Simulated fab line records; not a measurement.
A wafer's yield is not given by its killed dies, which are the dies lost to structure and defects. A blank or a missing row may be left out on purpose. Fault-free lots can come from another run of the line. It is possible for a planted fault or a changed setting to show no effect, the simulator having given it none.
fab line records ; flow n5-finfet
[record] lots = 8; wafers = 24; last-day = 17
route steps=1938 shown BEOL_M4@1040
lots untouched by any fault: they come from a run of this same line in which no faults occurred
start-h: hours from the record's first day to the start of the lot's first wafer shown ; wait-h: hours elapsed since this lot's preceding step ; " as in the row above ; L1.1+2: one row covering several wafers at once ; - no value, or no start was given ; * or withheld: withheld ; < > ~ a bound
route shown NAME@n: NAME is a module with steps in the file, n the number in the route of the first one ; usual: mean and standard deviation over wafers with no fault ; same: alike in all rows ; chamber/n: place in a boat ; sites: the reading at each site ; _std_site: standard deviation of those values ; _edge_site: mean of outer sites minus mean of inner sites ; radius-mm: for every site, how far away it sits from the centre of the wafer ; mask NAME#n: copy n ; behind: the most recent tool/chamber to have shaped the wafer ; hold: what put the lot on hold/how long, in hours/how the hold closed ; device: whichever transistor did not switch (one of n, p or np) ; end of line: the tests these same wafers got at the end of their route ; step lacking rows: just its recipe ; killed: dies lost to structure and defects at the first sort, not the wafer's yield ; map: shows each die of a wafer: x if killed, . if not, _ if none is there
set.NAME: setting as actually run; set.NAME@STEP: the setting as run at that earlier step ; model.NAME: the simulator's own value behind a step, which no gauge read
the route's steps for a sample of lots (tables are steps, rows are wafers)
services: the hour from which a tool's chamber was out of use, counted from the record's first day as start-h (under 0 if before that day), plus the number of hours and why
[[steps]]
[step N5_BEOL_M4_ETCH_64]
[recipe] chemistry = N2/H2; target = SOC; target-depth-a = 750; overetch-a = 225; mask-material = SiARC; temp-c = 40; time-s = 121.9; ion-energy-ev = 200; pressure-mtorr = 30; source-w = 840; bias-w = 150; n2-flow-sccm = 200; h2-flow-sccm = 200
[usual] drypump-motor-current-A = 5.6/0.43; oes-product-au = 0.62/0.061; rf-vpp-V = 524.4/2.5; showerhead-plenum-p-Torr = 2.56/0.085; throttle-valve-pct = 17.9/0.3
lot.wafer;tool;chamber;start-h;wait-h;drypump-motor-current-A;oes-product-au;rf-hours-counter-h;rf-vpp-V;showerhead-plenum-p-Torr;throttle-valve-pct
L671.4;rie-diel-04;0;172.25;0.0;5.5;0.68;32;523.9;2.59;17.9
L671.5;rie-diel-04;1;172.25;0.0;4.7;0.53;-;524.9;2.50;17.9
L671.6;rie-diel-04;0;172.25;0.0;5.5;0.68;-;524.6;2.59;17.9
L675.1;rie-diel-04;3;196.90;0.0;5.4;0.62;96;523.7;2.57;17.9
L675.3;rie-diel-04;0;196.90;0.0;5.5;0.67;41;525.7;2.59;17.9
L675.4;rie-diel-04;2;196.90;0.0;5.7;0.68;25;525.3;2.60;18.2
L677.2;rie-diel-02;0;201.72;0.0;5.6;0.56;182;523.5;2.52;18.0
L677.3;rie-diel-02;2;201.72;0.0;5.0;0.55;187;520.2;2.42;18.1
L677.6;rie-diel-02;1;201.72;0.0;5.4;0.69;-;522.1;2.48;17.4
L678.1;rie-diel-02;3;208.25;0.0;4.9;0.56;170;522.4;2.54;17.9
L678.2;rie-diel-02;0;208.25;0.0;5.6;0.57;184;523.4;2.52;18.0
L678.6;rie-diel-02;3;208.25;0.0;4.9;0.56;-;524.4;2.54;17.9
L686.3;rie-diel-04;0;263.99;0.0;5.5;0.64;67;523.6;2.58;18.0
L686.4;rie-diel-04;3;263.99;0.0;5.4;0.59;121;524.8;2.56;18.0
L686.6;rie-diel-04;2;263.99;0.0;5.7;0.65;-;524.1;2.59;18.2
L688.1;rie-diel-02;0;267.41;0.0;5.6;0.55;205;524.2;2.51;18.0
L688.4;rie-diel-02;2;267.41;0.0;5.0;0.53;208;520.0;2.42;18.2
L688.6;rie-diel-02;2;267.41;0.0;5.0;0.54;-;521.2;2.41;18.2
L687.1;rie-diel-01;0;268.30;0.0;5.9;0.68;44;525.4;2.59;17.6
L687.3;rie-diel-01;1;268.30;0.0;6.1;0.57;151;519.9;2.43;18.1
L687.6;rie-diel-01;0;268.30;0.0;5.9;0.68;-;525.8;2.59;17.6
L692.3;rie-diel-02;0;293.12;0.0;5.6;0.55;212;524.7;2.50;18.0
L692.4;rie-diel-02;3;293.12;0.0;4.9;0.54;198;522.7;2.52;18.0
L692.6;rie-diel-02;0;293.12;0.0;5.6;0.55;-;525.2;2.50;18.0
[step N5_BEOL_M4_STRIP_19]
[recipe] chemistry = O2; power-w = 400; temp-c = 40; pressure-mtorr = 30; rf-frequency-hz = 6e+07; bias-power-w = 0; overash-fraction = 0.2; o2-flow-sccm = 225
[usual] drypump-motor-current-A = 5.6/0.43; o2-flow-sccm = 225.0/0.65; oes-product-au = 0.82/0.083; rf-vpp-V = 3.6/0.46; showerhead-plenum-p-Torr = 2.12/0.069; throttle-valve-pct = 16.77/0.26
lot.wafer;tool;chamber;start-h;wait-h;drypump-motor-current-A;o2-flow-sccm;oes-product-au;rf-hours-counter-h;rf-vpp-V;showerhead-plenum-p-Torr;throttle-valve-pct
L671.4;rie-diel-01;1;172.62;0.1;6.1;225.1;0.77;114;3.3;2.02;16.91
L671.5;rie-diel-01;2;172.62;0.1;5.6;225.5;0.92;-;3.0;2.24;16.24
L671.6;rie-diel-01;1;172.62;0.1;6.1;225.8;0.76;-;4.0;2.02;16.91
L675.1;rie-diel-02;0;197.18;0.1;5.6;223.9;0.74;181;4.3;2.10;17.04
L675.3;rie-diel-02;2;197.18;0.1;5.0;225.0;0.71;186;3.9;2.00;17.01
L675.4;rie-diel-02;1;197.18;0.1;5.4;224.6;0.90;21;3.6;2.05;16.41
L677.2;rie-diel-04;2;202.01;0.1;5.6;224.3;0.92;27;3.0;2.15;16.87
L677.3;rie-diel-04;1;202.01;0.1;4.7;225.1;0.69;239;3.8;2.06;16.91
L677.6;rie-diel-04;2;202.01;0.1;5.6;224.4;0.91;-;3.4;2.14;16.87
L678.1;rie-diel-02;1;208.55;0.1;5.3;225.3;0.90;25;3.7;2.05;16.42
L678.2;rie-diel-02;3;208.55;0.1;4.9;223.7;0.73;170;3.4;2.10;16.76
L678.6;rie-diel-02;1;208.55;0.1;5.4;224.7;0.90;-;4.0;2.05;16.40
L686.3;rie-diel-01;2;264.38;0.2;5.6;225.3;0.86;60;2.9;2.22;16.32
L686.4;rie-diel-01;1;264.38;0.2;6.1;224.7;0.74;150;3.8;2.01;16.97
L686.6;rie-diel-01;2;264.38;0.2;5.6;224.8;0.86;-;3.2;2.22;16.30
L688.1;rie-diel-04;1;267.71;0.1;4.7;224.9;0.97;5;3.8;2.05;16.47
L688.4;rie-diel-04;2;267.71;0.1;5.6;224.7;0.87;54;3.2;2.14;16.92
L688.6;rie-diel-04;0;267.71;0.1;5.5;224.7;0.85;-;3.9;2.12;16.80
L687.1;rie-diel-01;2;268.59;0.1;5.6;225.1;0.85;62;4.1;2.22;16.32
L687.3;rie-diel-01;0;268.59;0.1;5.9;224.7;0.90;44;4.0;2.13;16.51
L687.6;rie-diel-01;2;268.59;0.1;5.6;224.2;0.86;-;3.4;2.22;16.32
L692.3;rie-diel-02;1;293.44;0.1;5.4;224.5;0.85;53;4.9;2.04;16.46
L692.4;rie-diel-02;0;293.44;0.1;5.6;224.7;0.72;213;3.5;2.08;17.09
L692.6;rie-diel-02;2;293.44;0.1;5.0;224.0;0.68;-;4.1;1.99;17.07
[step N5_BEOL_M4_COAT_76]
[recipe] resist = underlayer; temp-c = 205; time-s = 60; spin-rpm = 1500; resist-thk-nm = 5
[usual] spin-speed-rpm = 1500.2/0.84
lot.wafer;tool;chamber;start-h;wait-h;spin-speed-rpm
L671.4;litho-track-03;0;172.74;-;1499.7
L671.5;litho-track-03;0;172.74;-;1500.2
L671.6;litho-track-03;0;172.74;-;1499.0
L675.1;litho-track-05;0;197.29;-;1500.2
L675.3;litho-track-05;0;197.29;-;1499.0
L675.4;litho-track-05;0;197.29;-;1499.4
L677.2;litho-track-04;0;202.12;-;1501.5
L677.3;litho-track-04;0;202.12;-;1499.4
L677.6;litho-track-04;0;202.12;-;1501.2
L678.1;litho-track-03;0;208.67;-;1500.7
L678.2;litho-track-03;0;208.67;-;1499.6
L678.6;litho-track-03;0;208.67;-;1500.6
L686.3;litho-track-03;0;264.49;-;1340.2
L686.4;litho-track-03;0;264.49;-;1339.6
L686.6;litho-track-03;0;264.49;-;1339.6
L688.1;litho-track-03;0;267.82;-;1338.6
L688.4;litho-track-03;0;267.82;-;1339.2
L688.6;litho-track-03;0;267.82;-;1339.2
L687.1;litho-track-03;0;268.70;-;1337.9
L687.3;litho-track-03;0;268.70;-;1338.3
L687.6;litho-track-03;0;268.70;-;1339.5
L692.3;litho-track-04;0;293.56;-;1500.3
L692.4;litho-track-04;0;293.56;-;1500.7
L692.6;litho-track-04;0;293.56;-;1500.5
[step N5_BEOL_M4_DESCUM_33]
[recipe] chemistry = O2; time-s = 7; source-power-w = 50; bias-power-w = 20; pressure-mtorr = 20; rf-frequency-hz = 2.712e+07; temp-c = 40; resist = CAR-EUV; o2-flow-sccm = 225
[usual] drypump-motor-current-A = 5.5/0.44; o2-flow-sccm = 225.0/0.68; oes-product-au = 0.82/0.089; rf-vpp-V = 243.2/1.4; showerhead-plenum-p-Torr = 2.10/0.068; throttle-valve-pct = 20.55/0.26
lot.wafer;tool;chamber;start-h;wait-h;drypump-motor-current-A;o2-flow-sccm;oes-product-au;rf-hours-counter-h;rf-vpp-V;showerhead-plenum-p-Torr;throttle-valve-pct
L671.4;rie-diel-01;1;173.87;0.0;6.1;222.6;0.77;115;242.5;2.02;20.67
L671.5;rie-diel-01;1;173.87;0.0;6.1;223.7;0.77;-;241.6;2.02;20.69
L671.6;rie-diel-01;0;173.87;0.0;5.9;224.4;0.97;-;242.8;2.14;20.21
L675.1;rie-diel-01;1;197.90;0.1;6.1;225.3;0.77;124;241.5;2.01;20.69
L675.3;rie-diel-01;3;197.90;0.1;6.2;223.9;0.81;104;243.5;2.21;20.89
L675.4;rie-diel-01;0;197.90;0.1;5.9;223.9;0.94;17;244.4;2.14;20.21
L677.2;rie-diel-04;1;202.52;0.0;4.7;224.4;0.68;239;241.7;2.05;20.64
L677.3;rie-diel-04;3;202.52;0.0;5.4;225.3;0.80;97;243.2;2.12;20.62
L677.6;rie-diel-04;3;202.52;0.0;5.4;225.0;0.81;-;245.2;2.12;20.61
L678.1;rie-diel-02;2;209.23;0.2;5.0;224.7;0.71;189;242.2;1.99;20.79
L678.2;rie-diel-02;3;209.23;0.2;4.9;224.2;0.73;171;244.0;2.09;20.52
L678.6;rie-diel-02;2;209.23;0.2;5.0;223.3;0.71;-;242.1;1.99;20.78
L686.3;rie-diel-01;1;264.89;0.0;6.1;224.6;0.74;150;242.7;2.01;20.73
L686.4;rie-diel-01;2;264.89;0.0;5.6;225.2;0.87;60;245.4;2.22;20.09
L686.6;rie-diel-01;3;264.89;0.0;6.2;224.7;0.79;-;244.1;2.20;20.94
L688.1;rie-diel-04;1;268.46;0.1;4.7;225.9;0.96;5;242.4;2.05;20.28
L688.4;rie-diel-04;2;268.46;0.1;5.6;224.8;0.88;54;244.6;2.13;20.76
L688.6;rie-diel-04;1;268.46;0.1;4.7;225.4;0.95;-;243.0;2.05;20.27
L687.1;rie-diel-02;2;269.22;0.0;5.0;224.7;0.69;209;240.3;1.99;20.83
L687.3;rie-diel-02;3;269.22;0.0;4.9;225.8;0.72;191;243.7;2.09;20.53
L687.6;rie-diel-02;0;269.22;0.0;5.6;224.5;0.73;-;243.1;2.08;20.83
L692.3;rie-diel-04;3;294.50;0.6;5.4;224.4;0.78;132;242.5;2.11;20.67
L692.4;rie-diel-04;0;294.50;0.6;5.5;224.9;0.86;78;243.8;2.11;20.58
L692.6;rie-diel-04;0;294.50;0.6;5.5;225.0;0.86;-;243.4;2.11;20.58
[step N5_BEOL_M4_ETCH_77]
[recipe] chemistry = N2/H2; target = underlayer; target-depth-a = 65; mask-material = CAR-EUV; time-s = 5.2; ion-energy-ev = 200; pressure-mtorr = 30; source-w = 840; bias-w = 150; n2-flow-sccm = 200; h2-flow-sccm = 200; ends = cleared
[usual] drypump-motor-current-A = 5.5/0.44; etch-rf-on-time-s = 5.14/0.081; oes-product-au = 0.70/0.075; rf-vpp-V = 524.2/2.4; showerhead-plenum-p-Torr = 2.55/0.082; throttle-valve-pct = 17.93/0.29
lot.wafer;tool;chamber;start-h;wait-h;drypump-motor-current-A;etch-rf-on-time-s;oes-product-au;rf-hours-counter-h;rf-vpp-V;showerhead-plenum-p-Torr;throttle-valve-pct
L671.4;rie-diel-01;1;173.91;0.0;6.1;5.11;0.68;115;519.6;2.45;18.07
L671.5;rie-diel-01;1;173.91;0.0;6.1;5.15;0.66;-;523.1;2.45;18.06
L671.6;rie-diel-01;0;173.91;0.0;5.9;5.10;0.83;-;526.0;2.60;17.56
L675.1;rie-diel-01;1;197.93;0.0;6.1;5.11;0.65;124;521.4;2.44;18.07
L675.3;rie-diel-01;3;197.93;0.0;6.2;5.14;0.70;104;528.6;2.67;18.30
L675.4;rie-diel-01;0;197.93;0.0;5.9;5.08;0.82;17;524.0;2.60;17.60
L677.2;rie-diel-04;1;202.56;0.0;4.8;5.26;0.58;239;523.3;2.49;17.95
L677.3;rie-diel-04;3;202.56;0.0;5.4;5.12;0.70;97;526.1;2.57;17.99
L677.6;rie-diel-04;3;202.56;0.0;5.4;5.07;0.69;-;524.2;2.57;18.00
L678.1;rie-diel-02;2;209.26;0.0;5.0;5.23;0.60;189;519.9;2.42;18.19
L678.2;rie-diel-02;3;209.26;0.0;5.0;5.15;0.62;171;522.6;2.54;17.98
L678.6;rie-diel-02;2;209.26;0.0;5.0;5.21;0.61;-;521.0;2.42;18.19
L686.3;rie-diel-01;1;264.93;0.0;6.0;5.38;0.64;150;520.6;2.43;18.13
L686.4;rie-diel-01;2;264.93;0.0;5.6;5.43;0.73;60;527.2;2.69;17.37
L686.6;rie-diel-01;3;264.93;0.0;6.2;5.30;0.68;-;526.4;2.66;18.36
L688.1;rie-diel-04;1;268.49;0.0;4.7;5.44;0.82;5;520.5;2.49;17.56
L688.4;rie-diel-04;2;268.49;0.0;5.7;5.54;0.72;54;526.1;2.59;18.25
L688.6;rie-diel-04;1;268.49;0.0;4.8;5.44;0.82;-;521.9;2.48;17.55
L687.1;rie-diel-02;2;269.26;0.0;5.0;5.50;0.59;209;521.1;2.41;18.20
L687.3;rie-diel-02;3;269.26;0.0;4.9;5.44;0.60;191;525.0;2.53;17.98
L687.6;rie-diel-02;0;269.26;0.0;5.6;5.58;0.62;-;523.7;2.51;18.06
L692.3;rie-diel-04;3;294.54;0.0;5.4;5.06;0.66;132;525.1;2.55;18.05
L692.4;rie-diel-04;0;294.54;0.0;5.5;5.02;0.73;78;521.4;2.57;18.00
L692.6;rie-diel-04;0;294.54;0.0;5.5;4.95;0.73;-;524.7;2.57;18.03
[step N5_BEOL_M4_RC_MEAS_101]
[usual] DIBL_N = 36.4/1.5; DIBL_P = 36.4/1.6; IOFF_N = 0.164/0.025; IOFF_P = 0.214/0.028; ION_N = 675/9.9; ION_P = 463/6.5; SS_N = 71.5/0.5; SS_P = 73.3/0.56; VT_N = 249.2/2.7; VT_P = -250.1/2.8
lot.wafer;tool;chamber;start-h;wait-h;DIBL_N[mV/V];DIBL_P[mV/V];IOFF_N[nA/um];IOFF_P[nA/um];ION_N[uA/um];ION_P[uA/um];SS_N[mV/dec];SS_P[mV/dec];VT_N[mV];VT_P[mV]
L671.4;prober-02;0;180.43;0.5;35.8;37.5;0.165;0.224;677;471;71.8;73.8;249.6;-249.5
L671.5;prober-02;0;180.43;0.5;36.0;37.2;0.168;0.219;682;467;71.8;73.6;247.4;-249.8
L671.6;prober-02;0;180.43;0.5;35.8;36.9;0.166;0.208;687;467;70.9;73.2;248.3;-250.5
L675.1;prober-01;0;204.93;0.0;37.0;38.9;0.179;0.242;677;462;72.6;72.9;247.9;-251.3
L675.3;prober-01;0;204.93;0.0;37.1;39.1;0.171;0.249;676;464;72.4;73.9;250.5;-248.7
L675.4;prober-01;0;204.93;0.0;35.8;37.2;0.159;0.212;677;466;71.5;73.1;251.4;-248.6
L677.2;prober-01;0;213.79;0.2;35.3;38.5;0.150;0.253;665;468;71.6;73.5;251.1;-244.9
L677.3;prober-01;0;213.79;0.2;35.9;37.9;0.158;0.246;671;469;71.8;74.0;251.9;-246.6
L677.6;prober-01;0;213.79;0.2;35.8;37.8;0.153;0.246;669;462;71.8;73.8;252.0;-245.0
L678.1;prober-01;0;216.73;0.4;38.2;35.8;0.172;0.221;674;459;72.2;73.0;249.4;-249.3
L678.2;prober-01;0;216.73;0.4;38.7;36.1;0.184;0.239;681;470;72.0;73.4;246.6;-247.6
L678.6;prober-01;0;216.73;0.4;38.6;36.6;0.187;0.254;675;465;71.8;73.6;245.5;-248.3
L686.3;prober-01;0;272.41;0.3;37.9;38.7;0.222;0.244;696;468;72.3;73.6;246.7;-248.5
L686.4;prober-01;0;272.41;0.3;36.9;37.5;0.207;0.225;697;468;71.7;74.4;245.8;-249.9
L686.6;prober-01;0;272.41;0.3;38.5;39.4;0.247;0.256;703;469;71.3;74.2;242.5;-246.1
L688.1;prober-02;0;274.08;0.0;35.5;36.2;0.152;0.214;684;466;71.0;73.3;251.5;-250.4
L688.4;prober-02;0;274.08;0.0;33.9;34.6;0.122;0.175;674;464;70.9;73.0;252.6;-253.9
L688.6;prober-02;0;274.08;0.0;33.8;34.8;0.130;0.185;661;457;71.7;72.7;251.3;-253.2
L687.1;prober-02;0;276.77;0.0;36.6;36.1;0.169;0.222;680;464;72.2;74.0;246.4;-247.6
L687.3;prober-02;0;276.77;0.0;37.7;37.9;0.189;0.250;681;469;71.9;73.8;244.4;-248.1
L687.6;prober-02;0;276.77;0.0;36.6;36.4;0.160;0.222;669;469;72.1;74.0;248.8;-249.1
L692.3;prober-02;0;303.39;0.3;37.4;37.1;0.184;0.225;675;464;71.4;73.8;246.9;-250.5
L692.4;prober-02;0;303.39;0.3;36.6;36.1;0.164;0.212;674;457;71.6;73.7;251.0;-251.4
L692.6;prober-02;0;303.39;0.3;37.8;36.8;0.174;0.218;678;459;71.2;74.1;249.6;-249.9
[[services]]
tool;chamber;start-h;hours;kind
rie-diel-02;0;180.49;4.4;repair
rie-diel-02;-;220.78;2.3;repair
rie-diel-04;1;229.53;-;clean
rie-diel-04;1;229.53;-;consumable-replace:focus-ring
rie-diel-04;1;229.53;26.2;scheduled-down
rie-diel-04;1;229.53;26.2;vent-cycle
litho-track-05;-;246.46;-;consumable-replace:filter
rie-diel-01;3;270.15;5.9;repair
rie-diel-01;2;285.76;10.5;repair
[[key]]
[first-sign] step = N5_BEOL_M4_COAT_76; reading = spin-speed-rpm; direction = down; sigmas = 99+; usual = *; struck = *
[effect] step = N5_BEOL_M4_ETCH_77; reading = etch-rf-on-time-s; direction = up; sigmas = 3.9; usual = *; struck = *
met-at N5_BEOL_M4_COAT_76
struck-lots L686,L687,L688
not-acting-at N5_BEOL_M4_ETCH_64,N5_BEOL_M4_STRIP_19,N5_BEOL_M4_DESCUM_33
onset-between 208.67 264.49
[fault] kind = process-parameter-drift; tool = litho-track-03; chamber = -; onset-h = 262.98; steps = N5_BEOL_M4_COAT_76; channel = spin-rpm; offset = *; shape = step; end-h = 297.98; acts-in = *; stated = *
